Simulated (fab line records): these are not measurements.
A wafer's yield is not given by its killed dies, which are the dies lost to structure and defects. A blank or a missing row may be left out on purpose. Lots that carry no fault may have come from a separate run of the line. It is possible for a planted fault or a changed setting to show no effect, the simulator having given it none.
Chamber matching || flow nand-harc || 4 sister chambers for NHARC_A_STAIRCASE_TRIM_12 on rie-diel-10
The step chemistry O2, time 211.2 s. 18 wafers are shown with their chamber, then 9 later ones without.

WAFERS WITH THEIR CHAMBER
{"wafer": "L074.1", "chamber": 1, "showerhead-plenum-p-Torr (Torr)": 3.58, "drypump-motor-current-A (A)": 5.3, "oes-product-au (a.u.)": 0.994}
{"wafer": "L074.2", "chamber": 3, "showerhead-plenum-p-Torr (Torr)": 3.37, "drypump-motor-current-A (A)": 5.5, "oes-product-au (a.u.)": 1.004}
{"wafer": "L074.4", "chamber": 0, "showerhead-plenum-p-Torr (Torr)": 3.41, "drypump-motor-current-A (A)": 5.5, "oes-product-au (a.u.)": 1.008}
{"wafer": "L079.2", "chamber": 0, "showerhead-plenum-p-Torr (Torr)": 3.40, "drypump-motor-current-A (A)": 5.5, "oes-product-au (a.u.)": 1.010}
{"wafer": "L079.4", "chamber": 2, "showerhead-plenum-p-Torr (Torr)": 3.33, "drypump-motor-current-A (A)": 5.6, "oes-product-au (a.u.)": 0.999}
{"wafer": "L079.6", "chamber": 3, "showerhead-plenum-p-Torr (Torr)": 3.37, "drypump-motor-current-A (A)": 5.5, "oes-product-au (a.u.)": 0.989}
{"wafer": "L081.1", "chamber": 1, "showerhead-plenum-p-Torr (Torr)": 3.56, "drypump-motor-current-A (A)": 5.3, "oes-product-au (a.u.)": 0.995}
{"wafer": "L081.2", "chamber": 0, "showerhead-plenum-p-Torr (Torr)": 3.39, "drypump-motor-current-A (A)": 5.5, "oes-product-au (a.u.)": 1.013}
{"wafer": "L081.4", "chamber": 0, "showerhead-plenum-p-Torr (Torr)": 3.39, "drypump-motor-current-A (A)": 5.5, "oes-product-au (a.u.)": 1.014}
{"wafer": "L083.3", "chamber": 3, "showerhead-plenum-p-Torr (Torr)": 3.36, "drypump-motor-current-A (A)": 5.5, "oes-product-au (a.u.)": 1.006}
{"wafer": "L083.4", "chamber": 2, "showerhead-plenum-p-Torr (Torr)": 3.32, "drypump-motor-current-A (A)": 5.6, "oes-product-au (a.u.)": 1.020}
{"wafer": "L083.5", "chamber": 2, "showerhead-plenum-p-Torr (Torr)": 3.32, "drypump-motor-current-A (A)": 5.6, "oes-product-au (a.u.)": 1.003}
{"wafer": "L086.1", "chamber": 2, "showerhead-plenum-p-Torr (Torr)": 3.32, "drypump-motor-current-A (A)": 5.5, "oes-product-au (a.u.)": 1.018}
{"wafer": "L086.2", "chamber": 0, "showerhead-plenum-p-Torr (Torr)": 3.39, "drypump-motor-current-A (A)": 5.5, "oes-product-au (a.u.)": 1.017}
{"wafer": "L086.6", "chamber": 0, "showerhead-plenum-p-Torr (Torr)": 3.39, "drypump-motor-current-A (A)": 5.5, "oes-product-au (a.u.)": 1.022}
{"wafer": "L085.3", "chamber": 0, "showerhead-plenum-p-Torr (Torr)": 3.39, "drypump-motor-current-A (A)": 5.5, "oes-product-au (a.u.)": 1.012}
{"wafer": "L085.5", "chamber": 3, "showerhead-plenum-p-Torr (Torr)": 3.35, "drypump-motor-current-A (A)": 5.5, "oes-product-au (a.u.)": 1.002}
{"wafer": "L085.6", "chamber": 0, "showerhead-plenum-p-Torr (Torr)": 3.39, "drypump-motor-current-A (A)": 5.5, "oes-product-au (a.u.)": 1.008}

SIGNATURES, as means of the wafers listed above
{"reading": "showerhead-plenum-p-Torr", "chamber 0": 3.3938, "chamber 1": 3.5700, "chamber 2": 3.3225, "chamber 3": 3.3625, "scatter within a chamber": 0.00818}
{"reading": "drypump-motor-current-A", "chamber 0": 5.500, "chamber 1": 5.300, "chamber 2": 5.575, "chamber 3": 5.500, "scatter within a chamber": 0.0231}
{"reading": "oes-product-au", "chamber 0": 1.01300, "chamber 1": 0.99450, "chamber 2": 1.01000, "chamber 3": 1.00025, "scatter within a chamber": 0.00691}
Rule: a wafer's distance from a chamber is the root of the sum, over the readings, of the square of ((its reading less the chamber's mean) divided by the reading's scatter). If the next closest chamber is less than 2 further off than the closest, the wafer can't be placed; otherwise it belongs to the closest. The scatter is the square root of a quotient: the sum, over the shown wafers, of each reading's squared deviation from its chamber's mean, divided by wafers minus chambers.

WAFERS WITHOUT THEIR CHAMBER
{"wafer": "L091.1", "showerhead-plenum-p-Torr (Torr)": 3.38, "drypump-motor-current-A (A)": 5.5, "oes-product-au (a.u.)": 1.013}
{"wafer": "L091.2", "showerhead-plenum-p-Torr (Torr)": 3.31, "drypump-motor-current-A (A)": 5.6, "oes-product-au (a.u.)": 1.024}
{"wafer": "L091.4", "showerhead-plenum-p-Torr (Torr)": 3.35, "drypump-motor-current-A (A)": 5.5, "oes-product-au (a.u.)": 1.005}
{"wafer": "L094.3", "showerhead-plenum-p-Torr (Torr)": 3.30, "drypump-motor-current-A (A)": 5.6, "oes-product-au (a.u.)": 1.024}
{"wafer": "L094.5", "showerhead-plenum-p-Torr (Torr)": 3.38, "drypump-motor-current-A (A)": 5.5, "oes-product-au (a.u.)": 1.020}
{"wafer": "L094.6", "showerhead-plenum-p-Torr (Torr)": 3.34, "drypump-motor-current-A (A)": 5.5, "oes-product-au (a.u.)": 1.008}
{"wafer": "L095.1", "showerhead-plenum-p-Torr (Torr)": 3.29, "drypump-motor-current-A (A)": 5.5, "oes-product-au (a.u.)": 1.017}
{"wafer": "L095.2", "showerhead-plenum-p-Torr (Torr)": 3.53, "drypump-motor-current-A (A)": 5.3, "oes-product-au (a.u.)": 1.002}
{"wafer": "L095.6", "showerhead-plenum-p-Torr (Torr)": 3.34, "drypump-motor-current-A (A)": 5.5, "oes-product-au (a.u.)": 1.004}

WHICH CHAMBER EACH WENT THROUGH
{"wafer": "L091.1", "from the rows above": "can't be placed: 0 or 3", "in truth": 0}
{"wafer": "L091.2", "from the rows above": 2, "in truth": 2}
{"wafer": "L091.4", "from the rows above": 3, "in truth": 3}
{"wafer": "L094.3", "from the rows above": 2, "in truth": 2}
{"wafer": "L094.5", "from the rows above": "can't be placed: 0 or 3", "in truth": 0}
{"wafer": "L094.6", "from the rows above": "can't be placed: 3 or 2", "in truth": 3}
{"wafer": "L095.1", "from the rows above": 2, "in truth": 2}
{"wafer": "L095.2", "from the rows above": 1, "in truth": 1}
{"wafer": "L095.6", "from the rows above": "can't be placed: 3 or 2", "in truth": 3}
Correctly placed: 5 of 9. From these rows, 4 cannot be placed; in 4 the true chamber is one of the candidates. 0 placed wrongly.
